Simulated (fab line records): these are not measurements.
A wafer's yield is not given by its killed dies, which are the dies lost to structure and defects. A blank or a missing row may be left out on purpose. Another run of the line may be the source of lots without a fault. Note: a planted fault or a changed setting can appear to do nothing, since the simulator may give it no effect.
fab line records | flow nand-harc
[record] lots = 6 | wafers = 18 | last-day = 25
route steps=1159 shown A_M0@1003
lots with no fault: from the same line, run without faults
start-h: hours from the record's opening day to when the first of the lot's shown wafers began | wait-h: how many hours have passed since the lot's step before this one | " the same as in the row above | L1.1+2: one row covering several wafers at once | - no value, or no start given | * or withheld: withheld | < > ~ a bound
route shown NAME@n: a module of which the file shows steps, and the number in the route of the first | usual: mean and standard deviation over wafers with no fault | same: alike in all rows | chamber/n: place in a boat | sites: readings site by site | _std_site: the standard deviation of these | _edge_site: outer sites' mean less inner sites' | radius-mm: how far each site lies from the wafer's centre | mask NAME#n: copy n | behind: tool/chamber where the wafer was last shaped | hold: what put the lot on hold/how long, in hours/how the hold closed | device: which transistor (n, p or np) failed to switch | end of line: tests of these same wafers at the route's end | where a step has no rows: the recipe by itself | killed: dies lost to structure and defects at the first sort, not the wafer's yield | map: shows each die of a wafer: x if killed, . if not, _ if none is there
set.NAME: the setting that was run; set.NAME@STEP: the one run at that earlier step | model.NAME: the simulator's own value behind a step, which no gauge read
certain route steps with their lots: each step a table, each wafer a row
services: from which hour (start-h, from the record's first day; less than 0 if before it) a tool's chamber was out of use, for how many hours, and why
[[steps]]
[step NHARC_A_M0_DEVELOP_08]
[recipe] develop-time-s = 35 | dev-temp-c = 23
[step NHARC_A_M0_CD_MEAS_09]
[recipe] target-cd-nm = 80 | landing-energy-ev = 500
[usual] cd-nm = 80.0/0.65
lot.wafer | tool      | chamber | start-h | wait-h | cd-nm
L514.1    | cd-sem-01 | 0       | 436.00  | -      | 79.8
L514.3    | "         | 0       | "       | "      | 80.6
L514.5    | "         | 0       | "       | "      | 80.7
L515.3    | cd-sem-03 | 0       | 449.19  | -      | 80.2
L515.4    | "         | 0       | "       | "      | 80.2
L515.5    | "         | 0       | "       | "      | 79.3
L524.1    | cd-sem-01 | 0       | 492.50  | -      | 80.5
L524.2    | "         | 0       | "       | "      | 81.0
L524.6    | "         | 0       | "       | "      | 80.4
L523.2    | cd-sem-01 | 0       | 496.85  | -      | 80.1
L523.3    | "         | 0       | "       | "      | 79.9
L523.6    | "         | 0       | "       | "      | 79.4
L530.3    | cd-sem-03 | 0       | 530.27  | -      | 80.4
L530.4    | "         | 0       | "       | "      | 80.6
L530.5    | "         | 0       | "       | "      | 79.7
L528.2    | cd-sem-02 | 0       | 548.00  | -      | 80.1
L528.4    | "         | 0       | "       | "      | 79.7
L528.6    | "         | 0       | "       | "      | 79.5
[step NHARC_A_M0_OVL_MEAS_10]
[recipe] pitch-nm = 160
[usual] overlay-x-nm = -0.1/0.88 | overlay-y-nm = -0.3/0.88
lot.wafer | tool       | chamber | start-h | wait-h | overlay-x-nm | overlay-y-nm
L514.1    | overlay-02 | -       | 436.09  | -      | 0.0          | 1.7
L514.3    | "          | -       | "       | "      | 0.1          | 1.5
L514.5    | "          | -       | "       | "      | 0.2          | 1.4
L515.3    | overlay-02 | -       | 449.27  | -      | 0.6          | 2.2
L515.4    | "          | -       | "       | "      | 0.2          | 1.4
L515.5    | "          | -       | "       | "      | 0.0          | 1.5
L524.1    | overlay-02 | -       | 492.59  | -      | 0.0          | -0.4
L524.2    | "          | -       | "       | "      | 0.1          | -0.3
L524.6    | "          | -       | "       | "      | 0.3          | -0.2
L523.2    | overlay-02 | -       | 496.93  | -      | -0.2         | -1.2
L523.3    | "          | -       | "       | "      | 0.3          | -0.9
L523.6    | "          | -       | "       | "      | 0.3          | -1.1
L530.3    | overlay-01 | -       | 530.36  | -      | -0.8         | 0.5
L530.4    | "          | -       | "       | "      | -0.5         | 1.1
L530.5    | "          | -       | "       | "      | -0.7         | 0.8
L528.2    | overlay-01 | -       | 548.09  | -      | -1.4         | -0.7
L528.4    | "          | -       | "       | "      | -1.3         | -1.0
L528.6    | "          | -       | "       | "      | -0.9         | -1.3
[step NHARC_A_M0_INSPECT_11]
[usual] raw-defect-count = 31/15
lot.wafer | tool              | chamber | start-h | wait-h | raw-defect-count
L514.1    | defect-inspect-02 | -       | 436.13  | 0.0    | 36
L514.3    | "                 | -       | "       | "      | 26
L514.5    | "                 | -       | "       | "      | 30
L515.3    | defect-inspect-02 | -       | 449.31  | 0.0    | 40
L515.4    | "                 | -       | "       | "      | 30
L515.5    | "                 | -       | "       | "      | 28
L524.1    | defect-inspect-02 | -       | 492.62  | 0.0    | 32
L524.2    | "                 | -       | "       | "      | 45
L524.6    | "                 | -       | "       | "      | 28
L523.2    | defect-inspect-01 | -       | 496.97  | 0.0    | 29
L523.3    | "                 | -       | "       | "      | 38
L523.6    | "                 | -       | "       | "      | 31
L530.3    | defect-inspect-01 | -       | 530.40  | 0.0    | 19
L530.4    | "                 | -       | "       | "      | 13
L530.5    | "                 | -       | "       | "      | 12
L528.2    | defect-inspect-01 | -       | 548.12  | 0.0    | 29
L528.4    | "                 | -       | "       | "      | 13
L528.6    | "                 | -       | "       | "      | 23
[step NHARC_A_M0_DESCUM_14]
[recipe] time-s = 3 | o2-flow-sccm = 200 | ar-flow-sccm = 0 | bias-power-w = 0 | chemistry = O2
[usual] drypump-motor-current-A = 5.5/0.54 | oes-product-au = 0.999/0.01 | rf-vpp-V = 57.7/0.91 | showerhead-plenum-p-Torr = 1.89/0.08 | throttle-valve-pct = 11.310/0.011
lot.wafer | tool        | chamber | start-h | wait-h | drypump-motor-current-A | oes-product-au | rf-hours-counter-h | rf-vpp-V | showerhead-plenum-p-Torr | throttle-valve-pct
L514.1    | rie-diel-01 | 3       | 436.20  | 0.1    | 5.3                     | 0.989          | 7                  | 57.8     | 1.79                     | 11.315
L514.3    | "           | 0       | "       | "      | 4.9                     | 0.989          | 9                  | 59.3     | 1.93                     | 11.322
L514.5    | "           | 3       | "       | "      | 5.3                     | 0.994          | -                  | 56.9     | 1.79                     | 11.311
L515.3    | rie-diel-11 | 2       | 449.37  | 0.1    | 5.9                     | 1.019          | 6                  | 57.5     | 1.98                     | 11.303
L515.4    | "           | 0       | "       | "      | 5.5                     | 1.015          | 6                  | 56.9     | 1.81                     | 11.294
L515.5    | "           | 3       | "       | "      | 5.4                     | 1.017          | -                  | 55.8     | 1.86                     | 11.309
L524.1    | rie-diel-07 | 3       | 492.68  | 0.1    | 6.6                     | 1.010          | 5                  | 57.7     | 1.82                     | 11.307
L524.2    | "           | 2       | "       | "      | 6.6                     | 1.013          | 5                  | 58.2     | 1.88                     | 11.309
L524.6    | "           | 0       | "       | "      | 5.4                     | 1.002          | -                  | 58.9     | 1.97                     | 11.306
L523.2    | rie-diel-07 | 1       | 497.03  | 0.1    | 5.7                     | 0.985          | 5                  | 57.7     | 1.78                     | 11.314
L523.3    | "           | 3       | "       | "      | 6.6                     | 0.998          | 5                  | 57.5     | 1.82                     | 11.308
L523.6    | "           | 2       | "       | "      | 6.6                     | 1.016          | -                  | 58.4     | 1.88                     | 11.301
L530.3    | rie-diel-11 | 1       | 530.48  | 0.1    | 4.8                     | 0.980          | 15                 | 58.1     | 2.02                     | 11.311
L530.4    | "           | 2       | "       | "      | 5.9                     | 1.009          | 13                 | 57.7     | 1.97                     | 11.298
L530.5    | "           | 3       | "       | "      | 5.4                     | 1.013          | -                  | 57.5     | 1.86                     | 11.288
L528.2    | rie-diel-07 | 1       | 548.18  | 0.1    | 5.7                     | 0.992          | 8                  | 57.1     | 1.78                     | 11.316
L528.4    | "           | 3       | "       | "      | 6.6                     | 1.006          | -                  | 56.2     | 1.82                     | 11.312
L528.6    | "           | 0       | "       | "      | 5.4                     | 1.003          | -                  | 58.2     | 1.97                     | 11.325
[step NHARC_A_M0_ETCH_34]
[recipe] target-depth-a = 400 | overetch-a = 120 | time-s = 43.94 | ion-energy-ev = 200 | n2-flow-sccm = 150 | h2-flow-sccm = 150 | ar-flow-sccm = 0 | rf-w = 400 | bias-w = 150 | chemistry = N2/H2
[usual] drypump-motor-current-A = 5.5/0.54 | oes-product-au = 1.001/0.0094 | rf-vpp-V = 429.9/2.5 | showerhead-plenum-p-Torr = 2.01/0.089 | throttle-valve-pct = 14.172/0.0089
lot.wafer | tool        | chamber | start-h | wait-h | drypump-motor-current-A | oes-product-au | rf-hours-counter-h | rf-vpp-V | showerhead-plenum-p-Torr | throttle-valve-pct
L514.3    | rie-diel-01 | 3       | 436.29  | 0.1    | 5.3                     | 1.004          | 7                  | 427.0    | 1.90                     | 14.188
L514.1    | "           | 0       | "       | "      | 4.9                     | 1.011          | 9                  | 431.3    | 2.05                     | 14.180
L514.5    | "           | 2       | "       | "      | 5.7                     | 0.996          | -                  | 430.1    | 2.04                     | 14.190
L515.4    | rie-diel-11 | 1       | 449.46  | 0.1    | 4.8                     | 0.997          | 7                  | 432.5    | 2.16                     | 14.178
L515.3    | "           | 2       | "       | "      | 5.9                     | 1.006          | 6                  | 431.7    | 2.11                     | 14.167
L515.5    | "           | 0       | "       | "      | 5.5                     | 1.006          | -                  | 428.4    | 1.92                     | 14.184
L524.2    | rie-diel-07 | 0       | 492.77  | 0.1    | 5.3                     | 1.016          | 4                  | 432.3    | 2.10                     | 14.187
L524.1    | "           | 2       | "       | "      | 6.6                     | 1.018          | 5                  | 430.2    | 2.00                     | 14.173
L524.6    | "           | 0       | "       | "      | 5.4                     | 1.011          | -                  | 432.1    | 2.10                     | 14.160
L523.3    | rie-diel-07 | 0       | 497.11  | 0.1    | 5.3                     | 1.004          | 4                  | 430.8    | 2.10                     | 14.171
L523.2    | "           | 2       | "       | "      | 6.6                     | 1.013          | 5                  | 429.6    | 2.00                     | 14.184
L523.6    | "           | 1       | "       | "      | 5.7                     | 0.982          | -                  | 425.8    | 1.90                     | 14.182
L530.3    | rie-diel-11 | 3       | 530.56  | 0.1    | 5.4                     | 1.008          | 12                 | 429.4    | 1.98                     | 14.178
L530.4    | "           | 0       | "       | "      | 5.5                     | 1.002          | 15                 | 427.2    | 1.92                     | 14.173
L530.5    | "           | 1       | "       | "      | 4.8                     | 1.003          | -                  | 433.4    | 2.16                     | 14.164
L528.2    | rie-diel-07 | 0       | 548.29  | 0.1    | 5.4                     | 0.999          | 8                  | 432.6    | 2.10                     | 14.166
L528.6    | "           | 1       | "       | "      | 5.7                     | 0.977          | -                  | 426.8    | 1.90                     | 14.149
L528.4    | "           | 3       | "       | "      | 6.7                     | 1.008          | -                  | 428.4    | 1.93                     | 14.175
[step NHARC_A_M0_ETCH_15]
[recipe] target-depth-a = 1500 | overetch-a = 150 | time-s = 82.5 | c4f8-flow-sccm = withheld | ar-flow-sccm = 400 | rf-w = 600 | bias-w = 300 | chemistry = C4F8/Ar
[usual] oes-product-au = 0.949/0.021 | rf-vpp-V = 440.2/2.6
lot.wafer | tool        | chamber | start-h | wait-h | oes-product-au | rf-hours-counter-h | rf-vpp-V
L514.1    | rie-diel-01 | 3       | -       | -      | 0.957          | 7                  | 438.2
L514.3    | "           | 0       | "       | "      | 0.972          | 9                  | 441.5
L514.5    | "           | 0       | "       | "      | 0.954          | -                  | 440.7
L515.3    | rie-diel-11 | 0       | -       | -      | 0.924          | 6                  | 438.0
L515.4    | "           | 3       | "       | "      | 0.922          | 6                  | 440.4
L515.5    | "           | 1       | "       | "      | 0.917          | -                  | 444.7
L524.1    | rie-diel-07 | 2       | -       | -      | 0.951          | 5                  | 439.3
L524.2    | "           | 0       | "       | "      | 0.942          | 4                  | 441.7
L524.6    | "           | 3       | "       | "      | 0.947          | -                  | 438.5
L523.3    | rie-diel-07 | 3       | -       | -      | 0.979          | 5                  | 437.5
L523.2    | "           | 0       | "       | "      | 0.983          | 5                  | 442.9
L523.6    | "           | 3       | "       | "      | 0.979          | -                  | 436.4
L530.4    | rie-diel-11 | 3       | -       | -      | 0.927          | 12                 | 439.3
L530.3    | "           | 2       | "       | "      | 0.931          | 13                 | 442.3
L530.5    | "           | 0       | "       | "      | 0.929          | -                  | 437.7
L528.2    | rie-diel-07 | 1       | -       | -      | 0.947          | 8                  | 436.3
L528.6    | "           | 1       | "       | "      | 0.940          | -                  | 437.5
L528.4    | "           | 3       | "       | "      | 0.966          | -                  | 437.5
[step NHARC_A_M0_CD_MEAS_16]
[usual] cd-nm = 79.8/0.83
lot.wafer | tool      | chamber | start-h | wait-h | cd-nm
L514.1    | cd-sem-01 | -       | 436.53  | -      | 80.2
L514.3    | "         | -       | "       | "      | 80.4
L514.5    | "         | -       | "       | "      | 81.0
L515.3    | cd-sem-03 | -       | 449.67  | -      | 79.0
L515.4    | "         | -       | "       | "      | 80.0
L515.5    | "         | -       | "       | "      | 77.6
L524.1    | cd-sem-02 | -       | 492.98  | -      | 80.5
L524.2    | "         | -       | "       | "      | 81.1
L524.6    | "         | -       | "       | "      | 81.8
L523.2    | cd-sem-01 | -       | 497.33  | -      | 80.1
L523.3    | "         | -       | "       | "      | 79.9
L523.6    | "         | -       | "       | "      | 79.8
L530.3    | cd-sem-02 | -       | 530.77  | -      | 81.2
L530.4    | "         | -       | "       | "      | 79.2
L530.5    | "         | -       | "       | "      | 79.5
L528.2    | cd-sem-02 | -       | 548.53  | -      | 80.8
L528.4    | "         | -       | "       | "      | 80.6
L528.6    | "         | -       | "       | "      | 80.4
[step NHARC_A_M0_STRIP_18]
[recipe] power-w = 1000 | n2-flow-sccm = 150 | h2-flow-sccm = 150 | ar-flow-sccm = 0 | bias-w = 0 | chemistry = N2/H2
[usual] drypump-motor-current-A = 5.6/0.61 | oes-product-au = 0.999/0.0097 | rf-vpp-V = 90.4/0.97 | showerhead-plenum-p-Torr = 2.01/0.081 | throttle-valve-pct = 14.171/0.0089
lot.wafer | tool        | chamber | start-h | wait-h | drypump-motor-current-A | oes-product-au | rf-hours-counter-h | rf-vpp-V | showerhead-plenum-p-Torr | throttle-valve-pct
L514.3    | rie-diel-07 | 0       | 436.61  | 0.1    | 5.4                     | 1.003          | 1                  | 91.0     | 2.10                     | 14.163
L514.1    | "           | 2       | "       | "      | 6.6                     | 1.013          | 1                  | 89.1     | 2.01                     | 14.174
L514.5    | "           | 0       | "       | "      | 5.3                     | 0.984          | -                  | 90.4     | 2.10                     | 14.177
L515.3    | rie-diel-07 | 2       | 449.77  | 0.1    | 6.5                     | 1.007          | 2                  | 89.1     | 2.01                     | 14.164
L515.4    | "           | 0       | "       | "      | 5.4                     | 1.003          | 2                  | 90.9     | 2.10                     | 14.173
L515.5    | "           | 2       | "       | "      | 6.6                     | 0.998          | -                  | 90.3     | 2.01                     | 14.174
L524.1    | rie-diel-11 | 2       | 493.06  | 0.1    | 5.9                     | 1.006          | 9                  | 90.7     | 2.11                     | 14.154
L524.2    | "           | 0       | "       | "      | 5.4                     | 1.009          | 10                 | 90.8     | 1.92                     | 14.158
L524.6    | "           | 3       | "       | "      | 5.4                     | 1.005          | -                  | 90.2     | 1.98                     | 14.166
L523.3    | rie-diel-11 | 0       | 497.40  | 0.1    | 5.4                     | 1.005          | 10                 | 89.9     | 1.92                     | 14.174
L523.2    | "           | 3       | "       | "      | 5.4                     | 1.009          | 10                 | 89.0     | 1.98                     | 14.166
L523.6    | "           | 1       | "       | "      | 4.7                     | 0.978          | -                  | 91.0     | 2.16                     | 14.172
L530.3    | rie-diel-11 | 2       | 530.84  | 0.1    | 5.9                     | 1.007          | 13                 | 90.1     | 2.11                     | 14.168
L530.4    | "           | 3       | "       | "      | 5.4                     | 1.006          | 12                 | 89.0     | 1.98                     | 14.173
L530.5    | "           | 3       | "       | "      | 5.4                     | 1.002          | -                  | 90.0     | 1.98                     | 14.159
L528.2    | rie-diel-01 | 3       | 548.60  | 0.1    | 5.3                     | 1.008          | 3                  | 88.8     | 1.90                     | 14.188
L528.4    | "           | 0       | "       | "      | 4.9                     | 1.005          | 3                  | 91.0     | 2.05                     | 14.170
L528.6    | "           | 3       | "       | "      | 5.3                     | 0.993          | -                  | 89.3     | 1.90                     | 14.175
[step NHARC_A_M0_STRIP_19]
[recipe] time-s = 600 | temp-c = 30 | chemistry = post-etch-residue-remover
[step NHARC_A_M0_DEGAS_28]
[recipe] temp-c = 250 | time-s = 60
[usual] heater-power-w = 348/36
lot.wafer | tool           | chamber | start-h | wait-h | heater-power-w
L514.3    | pvd-sputter-01 | -       | 437.16  | -      | 388
L514.1    | "              | -       | "       | "      | 338
L514.5    | "              | -       | "       | "      | 300
L515.3    | pvd-sputter-02 | -       | 450.29  | -      | 408
L515.4    | "              | -       | "       | "      | 337
L515.5    | "              | -       | "       | "      | 408
L524.1    | pvd-sputter-01 | -       | 493.62  | -      | 355
L524.2    | "              | -       | "       | "      | 304
L524.6    | "              | -       | "       | "      | 335
L523.2    | pvd-sputter-02 | -       | 497.96  | -      | 342
L523.3    | "              | -       | "       | "      | 329
L523.6    | "              | -       | "       | "      | 315
L530.3    | pvd-sputter-01 | -       | 531.39  | -      | 297
L530.4    | "              | -       | "       | "      | 314
L530.5    | "              | -       | "       | "      | 391
L528.4    | pvd-sputter-01 | -       | 549.16  | -      | 318
L528.2    | "              | -       | "       | "      | 352
L528.6    | "              | -       | "       | "      | 308
[step NHARC_A_M0_PRE_CLEAN_29]
[recipe] time-s = 30 | temp-c = 280 | gas = H2/He
[step NHARC_A_M0_PVD_20]
[recipe] target-thk-a = 50 | bias-v = 168.6 | power-w = 15000 | chamber-pressure-pa = 0.12 | time-s = 8.06 | substrate-temp-c = 50 | material = TaN
[usual] bias-v = 168.4/1.6 | cathode-dc-power-W = 15000/2.3 | throttle-valve-pct = 30.1/0.9
lot.wafer | tool           | chamber | start-h | wait-h | bias-v | cathode-dc-power-W | throttle-valve-pct
L514.1    | pvd-sputter-01 | -       | 437.26  | -      | 169.9  | 14997              | 31.9
L514.3    | "              | -       | "       | "      | 172.1  | 15004              | 30.7
L514.5    | "              | -       | "       | "      | 169.0  | 15003              | 29.3
L515.3    | pvd-sputter-02 | -       | 450.39  | -      | 170.2  | 15001              | 30.2
L515.4    | "              | -       | "       | "      | 166.8  | 15002              | 30.8
L515.5    | "              | -       | "       | "      | 168.5  | 14998              | 29.9
L524.1    | pvd-sputter-01 | -       | 493.73  | -      | -      | -                  | -
L524.2    | "              | -       | "       | "      | -      | -                  | -
L524.6    | "              | -       | "       | "      | -      | -                  | -
L523.3    | pvd-sputter-02 | -       | 498.06  | -      | -      | -                  | -
L523.2    | "              | -       | "       | "      | -      | -                  | -
L523.6    | "              | -       | "       | "      | -      | -                  | -
L530.4    | pvd-sputter-01 | -       | 531.50  | -      | 169.2  | 15001              | 31.3
L530.3    | "              | -       | "       | "      | 167.2  | 15001              | 30.0
L530.5    | "              | -       | "       | "      | 170.3  | 15001              | 31.5
L528.4    | pvd-sputter-01 | -       | 549.26  | -      | 168.9  | 14999              | 31.6
L528.2    | "              | -       | "       | "      | 167.8  | 15000              | 29.4
L528.6    | "              | -       | "       | "      | 166.9  | 15000              | 29.6
[step NHARC_A_M0_PVD_21]
[recipe] target-thk-a = 300 | chamber-pressure-pa = 5 | power-w = 5000 | substrate-temp-c = 30 | time-s = 20.49 | material = Cu
[[services]]
tool           | chamber | start-h | hours | kind
rie-diel-07    | 0       | 414.20  | -     | clean
rie-diel-07    | 1       | 414.20  | -     | clean
rie-diel-07    | 2       | 414.20  | -     | clean
rie-diel-07    | 3       | 414.20  | -     | clean
rie-diel-01    | 1       | 433.01  | 8.9   | repair
rie-diel-01    | 2       | 436.82  | 6.7   | repair
rie-diel-07    | 0       | 438.70  | -     | clean
rie-diel-07    | 1       | 438.70  | -     | clean
rie-diel-07    | 2       | 438.70  | -     | clean
rie-diel-07    | 3       | 438.70  | -     | clean
rie-diel-07    | 0       | 463.20  | -     | clean
rie-diel-07    | 1       | 463.20  | -     | clean
rie-diel-07    | 2       | 463.20  | -     | clean
rie-diel-07    | 3       | 463.20  | -     | clean
rie-diel-07    | 0       | 487.70  | -     | clean
rie-diel-07    | 1       | 487.70  | -     | clean
rie-diel-07    | 2       | 487.70  | -     | clean
rie-diel-07    | 3       | 487.70  | -     | clean
rie-diel-01    | -       | 491.83  | 9.0   | pm
rie-diel-11    | 3       | 497.82  | 12.3  | repair
rie-diel-07    | 0       | 512.20  | -     | clean
pvd-sputter-01 | -       | 514.05  | 10.0  | pm
rie-diel-11    | -       | 543.50  | 9.0   | pm
rie-diel-07    | 2       | 544.36  | 5.8   | repair
[[key]]
[first-sign] step = NHARC_A_M0_PVD_20 | reading = tool-record | direction = missing
effect none on later readings
met-at NHARC_A_M0_PVD_20
struck-wafers L523.2,L523.3,L523.6,L524.1,L524.2,L524.6
later-rows-left-out L523.2,L523.3,L523.6,L524.1,L524.2,L524.6
sort-left-out L523.2,L523.3,L523.6,L524.1,L524.2,L524.6
onset-between 450.39 493.73
[fault] kind = skipped-step-whole | tool = pvd-sputter-01,pvd-sputter-02 | chamber = - | onset-h = 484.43 | steps = NHARC_A_M0_PVD_20 | scope = struck-lots-only
// sort-left-out: the simulated sort isn't trusted on such a fault, so these wafers' sort isn't shown, and their yield isn't known
// later-rows-left-out: the simulator's readings of these wafers behind a module that went badly wrong aren't trusted and aren't shown, but for the sort
